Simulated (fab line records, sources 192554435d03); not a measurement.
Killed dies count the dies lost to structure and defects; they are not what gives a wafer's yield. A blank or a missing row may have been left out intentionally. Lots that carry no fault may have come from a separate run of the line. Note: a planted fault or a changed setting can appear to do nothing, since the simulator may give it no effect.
Matching of chambers || flow n5Finfet || rieDiel-01 running N5_BEOL_M4_ETCH_69: 4 sister chambers
The step etches SiARC in CF4, target depth 15.6 nm, time 26 s. 4 wafers are shown with their chamber, then 12 later ones without.

## WAFERS WITH THEIR CHAMBER
{"wafer": "L082.5", "chamber": 1, "drypumpMotorCurrentA (A)": 5.1}
{"wafer": "L092.1", "chamber": 0, "drypumpMotorCurrentA (A)": 5.8}
{"wafer": "L092.2", "chamber": 3, "drypumpMotorCurrentA (A)": 5.5}
{"wafer": "L092.5", "chamber": 2, "drypumpMotorCurrentA (A)": 5.9}

## WAFERS MISSING THEIR CHAMBER
{"wafer": "L093.3", "drypumpMotorCurrentA (A)": 5.9}
{"wafer": "L093.4", "drypumpMotorCurrentA (A)": 5.8}
{"wafer": "L093.6", "drypumpMotorCurrentA (A)": 5.5}
{"wafer": "L096.1", "drypumpMotorCurrentA (A)": 5.8}
{"wafer": "L096.2", "drypumpMotorCurrentA (A)": 5.6}
{"wafer": "L096.3", "drypumpMotorCurrentA (A)": 5.0}
{"wafer": "L096.4", "drypumpMotorCurrentA (A)": 5.9}
{"wafer": "L096.5", "drypumpMotorCurrentA (A)": 5.9}
{"wafer": "L096.6", "drypumpMotorCurrentA (A)": 5.6}
{"wafer": "L097.2", "drypumpMotorCurrentA (A)": 5.6}
{"wafer": "L097.4", "drypumpMotorCurrentA (A)": 5.1}
{"wafer": "L097.5", "drypumpMotorCurrentA (A)": 5.0}

## WHICH CHAMBER EACH WENT THROUGH
{"wafer": "L093.3", "from the rows above": "can't be placed: 2 or 0", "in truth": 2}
{"wafer": "L093.4", "from the rows above": "can't be placed: 0 or 2", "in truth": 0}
{"wafer": "L093.6", "from the rows above": 3, "in truth": 3}
{"wafer": "L096.1", "from the rows above": "can't be placed: 0 or 2", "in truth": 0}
{"wafer": "L096.2", "from the rows above": "can't be placed: 3 or 0", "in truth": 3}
{"wafer": "L096.3", "from the rows above": 1, "in truth": 1}
{"wafer": "L096.4", "from the rows above": "can't be placed: 2 or 0", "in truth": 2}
{"wafer": "L096.5", "from the rows above": "can't be placed: 2 or 0", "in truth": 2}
{"wafer": "L096.6", "from the rows above": "can't be placed: 3 or 0", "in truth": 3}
{"wafer": "L097.2", "from the rows above": "can't be placed: 3 or 0", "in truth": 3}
{"wafer": "L097.4", "from the rows above": 1, "in truth": 1}
{"wafer": "L097.5", "from the rows above": 1, "in truth": 1}
4 of 12 placed correctly. Not placeable from these rows: 8 (in 8, the candidates include the true chamber). Number placed wrongly: 0.
How it was worked out, from the rows above alone: a wafer's distance from a chamber is the root of the sum, over the readings, of the square of ((its reading less the chamber's mean) divided by the reading's scatter). If the next closest chamber is less than 2 further off than the closest, the wafer can't be placed; otherwise it belongs to the closest. For every chamber, the mean is computed from those of its wafers that are shown. The scatter (one wafer shown for each chamber): square how far every hidden wafer sits from the nearest shown wafer, average those squares and take the square root.
